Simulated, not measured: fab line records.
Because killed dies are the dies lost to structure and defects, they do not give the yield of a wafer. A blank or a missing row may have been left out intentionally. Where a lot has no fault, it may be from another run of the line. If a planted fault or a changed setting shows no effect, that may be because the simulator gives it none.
Check of tool commonality	flow nand harc	33 wafers sampled across 11 lots

## WHY THIS WAS OPENED
At NHARC_END_SORT_01 the reading killed at periphery is flagged on 2 of 11 lots. Wafers without a fault read 3.6, standard deviation 2.6.
Rule: a lot is flagged in two cases, either no wafer of it has a number, or all its wafers with numbers fall more than 4 standard deviations from that mean. The other lots count as sound.

lot	measured	on	killed at periphery, wafer by wafer	flag
L737	day 25 20:22	prober-01	2 0 1	
L738	day 26 03:02	prober-02	2 5 6	
L739	day 26 03:20	prober-01	2 1 4	
L741	day 27 10:44	prober-01	2 1 1	
L746	day 29 15:25	prober-02	624 623 623	FLAGGED
L747	day 29 17:06	prober-01	624 612 620	FLAGGED
L748	day 31 10:37	prober-01	4 0 7	
L754	day 32 21:00	prober-02	3 2 1	
L753	day 32 21:08	prober-01	6 4 6	
L755	day 33 02:50	prober-01	2 0 2	
L757	day 33 21:04	prober-02	3 2 5	
Averaged over the flagged lots the numbers come to 621.0, +617.4 from the usual (+99 or more standard deviations).

## TOOL THAT RAN EACH LOT
2 process steps preceding the reading are held in the record, out of 1302 steps in the route. Each cell gives the tool, then ch followed by the chambers the sampled wafers passed through, then the start.
lot	flag	NHARC_P_M0_STRIP_18	NHARC_P_M1_STRIP_18
L737		rie diel-10 ch 0,1,2, day 7 06:43	rie diel-06 ch 0,2,3, day 7 10:50
L738		rie diel-10 ch 1,2,3, day 7 23:31	rie diel-06 ch 0,1,2, day 8 03:23
L739		rie diel-10 ch 0,1, day 7 23:37	rie diel-06 ch 0,1,2, day 8 03:53
L741		rie diel-10 ch 0,1,3, day 8 20:16	rie diel-13 ch 1,2,3, day 9 00:23
L746	FLAGGED	rie diel-01 ch 0,2,3, day 10 23:41	rie diel-06 ch 0,1,2, day 11 03:49
L747	FLAGGED	rie diel-07 ch 1,2, day 11 10:03	rie diel-13 ch 1,2,3, day 11 14:07
L748		rie diel-10 ch 0,1, day 12 06:08	rie diel-13 ch 0,2,3, day 12 10:14
L754		rie diel-07 ch 0,1,3, day 14 10:17	rie diel-13 ch 0,1,3, day 14 14:20
L753		rie diel-01 ch 0,1,2, day 14 05:31	rie diel-13 ch 0,1,3, day 14 09:34
L755		rie diel-10 ch 1,2, day 15 00:01	rie diel-13 ch 0,2, day 15 04:05
L757		rie diel-10 ch 1,3, day 15 12:08	rie diel-13 ch 1,3, day 15 16:43
What the steps here do:
- NHARC_P_M0_STRIP_18: strips in N2/H2.
- NHARC_P_M1_STRIP_18: strips in N2/H2.
- NHARC_END_SORT_01

## FLAGGED AGAINST TOTAL, ONE TOOL AT A TIME (gauges that did the reading follow at the end)
step	tool	lots run	flagged	share of the flagged lots	sound lots run after its first flagged lot
NHARC_P_M0_STRIP_18	rie diel-01	2	1	some	1 (L753)
NHARC_P_M0_STRIP_18	rie diel-07	2	1	some	1 (L754)
NHARC_P_M0_STRIP_18	rie diel-10	7	0	none	-
NHARC_P_M1_STRIP_18	rie diel-06	4	1	some	0
NHARC_P_M1_STRIP_18	rie diel-13	7	1	some	5 (L748,L753,L754,L755,L757)
NHARC_END_SORT_01	prober-01	7	1	some	3 (L748,L753,L755)
NHARC_END_SORT_01	prober-02	4	1	some	2 (L754,L757)

## WHAT THE TABLE PERMITS
No row of the table ran every flagged lot.

## WHAT THE SIMULATOR HAD INSERTED
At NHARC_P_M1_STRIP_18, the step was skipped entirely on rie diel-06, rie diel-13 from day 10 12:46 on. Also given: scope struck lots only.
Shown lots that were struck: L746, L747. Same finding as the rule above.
